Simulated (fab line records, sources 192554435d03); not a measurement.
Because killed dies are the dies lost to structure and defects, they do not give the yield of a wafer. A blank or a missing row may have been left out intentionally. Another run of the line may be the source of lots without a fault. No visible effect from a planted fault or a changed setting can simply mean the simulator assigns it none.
Split-lot trial + flow n5Finfet + 21 wafers read from 7 lots, route of 1938 steps

== SPLIT DETAILS ==
At N5_BEOL_M4_PECVD_72 (deposits SiO2 from TEOS/O2, target thk 16 nm, time 18 s), the setting timeS was moved away from the recipe's 18 s on 11 of the 21 wafers read, by -6.3% to +13.2%. All remaining wafers had this setting at the recipe value.

== FROM THE SPLIT TO THE READING: what the file shows between them, 3 steps ==
- N5_BEOL_M4_HM_DEP_02: deposits TiN, target thk 20 nm
- N5_BEOL_M4_COAT_61: time 60 s, resist thk 60 nm
- N5_BEOL_M4_STRIP_97: strips in N2/H2, time 10 s

== THE READING ==
SiO2_of_BEOL_M4_PECVD_72.thkNm (the simulator's own value, which no gauge read), in nm, at N5_BEOL_M4_HM_STRIP_39 (strips TiN in peroxide tin strip, target depth 25 nm, time 158 s). There is no usual value for it anywhere in the file. Across the 10 wafers here that went through the recipe, the average is 15.7 nm and the standard deviation 0.36 nm.

| wafer  | tool, chamber at the split | timeS as run, s | against the recipe | SiO2_of_BEOL_M4_PECVD_72.thkNm, nm | against lot-mates on the recipe |
|--------|----------------------------|-----------------|--------------------|------------------------------------|---------------------------------|
| L075.1 | pecvd-03, 1                | 19.72           | +9.6%              | 17.2                               | +1.2                            |
| L075.2 | pecvd-03, 2                | 18              | recipe             | 16                                 | -                               |
| L075.6 | pecvd-03, 1                | 19.72           | +9.6%              | 17.4                               | +1.4                            |
| L077.2 | pecvd-01, 1                | 20.37           | +13.2%             | 17.6                               | +1.4                            |
| L077.5 | pecvd-01, 2                | 18              | recipe             | 16.2                               | -                               |
| L077.6 | pecvd-01, 1                | 20.37           | +13.2%             | 18                                 | +1.8                            |
| L081.1 | pecvd-02, 2                | 18              | recipe             | 15.6                               | -                               |
| L081.3 | pecvd-02, 1                | 18              | recipe             | 16                                 | -                               |
| L081.6 | pecvd-02, 0                | 19.18           | +6.6%              | 17.4                               | +1.6                            |
| L083.3 | pecvd-01, 0                | 18              | recipe             | 15.4                               | -                               |
| L083.4 | pecvd-01, 0                | 16.87           | -6.3%              | 14.4                               | -1.0                            |
| L083.5 | pecvd-01, 2                | 16.87           | -6.3%              | 15                                 | -0.4                            |
| L084.1 | pecvd-01, 0                | 18              | recipe             | 15.2                               | -                               |
| L084.5 | pecvd-01, 0                | 19.61           | +8.9%              | 17                                 | +1.8                            |
| L084.6 | pecvd-01, 2                | 19.61           | +8.9%              | 17.6                               | +2.4                            |
| L096.1 | pecvd-02, 2                | 20.3            | +12.8%             | 17.2                               | +1.0                            |
| L096.4 | pecvd-02, 0                | 20.3            | +12.8%             | 18                                 | +1.8                            |
| L096.6 | pecvd-02, 1                | 18              | recipe             | 16.2                               | -                               |
| L095.1 | pecvd-01, 1                | 18              | recipe             | 15.6                               | -                               |
| L095.3 | pecvd-01, 2                | 18              | recipe             | 15.6                               | -                               |
| L095.2 | pecvd-01, 0                | 18              | recipe             | 15.2                               | -                               |

THE FIT
A straight line over all 21 wafers: SiO2_of_BEOL_M4_PECVD_72.thkNm changes by +0.162 nm for each +1% of timeS; r = +0.94; the points scatter about the line by 0.37 nm.
The same after taking each lot's own level away (the mean of its wafers on the recipe; 21 wafers): +0.134 nm for each +1%; r = +0.90; scatter 0.41 nm.
On that fit, the largest move of timeS shifts the reading by 1.8 nm.
From 15.20 to 16.20 nm: that is the span of the lots' own levels, equal to 2.8 times the standard deviation above.
Hence the slope depends on the lot-to-lot level, as the two fits are not the same.
Check: for one of the wafers moved furthest among these (+13.2%), held out of the fit, the line's prediction against its lot-mates is +1.93 nm. It came out at +1.4 nm against them.

== THE OTHER SPLITS THESE WAFERS WENT THROUGH ==
Before the reading, these wafers also passed through other splits. Each is held against what the fit with the lots' levels taken away leaves over:
| other split on the same wafers | wafers away from the commonest value | r with SiO2_of_BEOL_M4_PECVD_72.thkNm (lot level and that fit taken away) |
|--------------------------------|--------------------------------------|---------------------------------------------------------------------------|
| N5_BEOL_M2_COAT_62 spinRpm     | 8                                    | -0.27                                                                     |
| N5_BEOL_M3_ETCH_70 sourceW     | 7                                    | -0.03                                                                     |

== THE WHOLE CHAIN: every reading that the file lists as answering this split, in the file's order ==
| step                   | what it does                                                     | reading                                                                         | change (the file's fit)               | r (the file's) |
|------------------------|------------------------------------------------------------------|---------------------------------------------------------------------------------|---------------------------------------|----------------|
| N5_BEOL_M4_PECVD_72    | deposits SiO2 from TEOS/O2, target thk 16 nm, time 18 s          | SiO2_of_BEOL_M4_PECVD_72.thkNm (the simulator's own value, which no gauge read) | +0.146 nm for each +1% of the setting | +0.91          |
| N5_BEOL_M4_HM_STRIP_39 | strips TiN in peroxide tin strip, target depth 25 nm, time 158 s | SiO2_of_BEOL_M4_PECVD_72.thkNm (the simulator's own value, which no gauge read) | +0.144 nm for each +1% of the setting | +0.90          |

== FILE'S OWN FIT ==
SiO2_of_BEOL_M4_PECVD_72.thkNm changes by +0.144 nm for each +1% of timeS, r = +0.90.
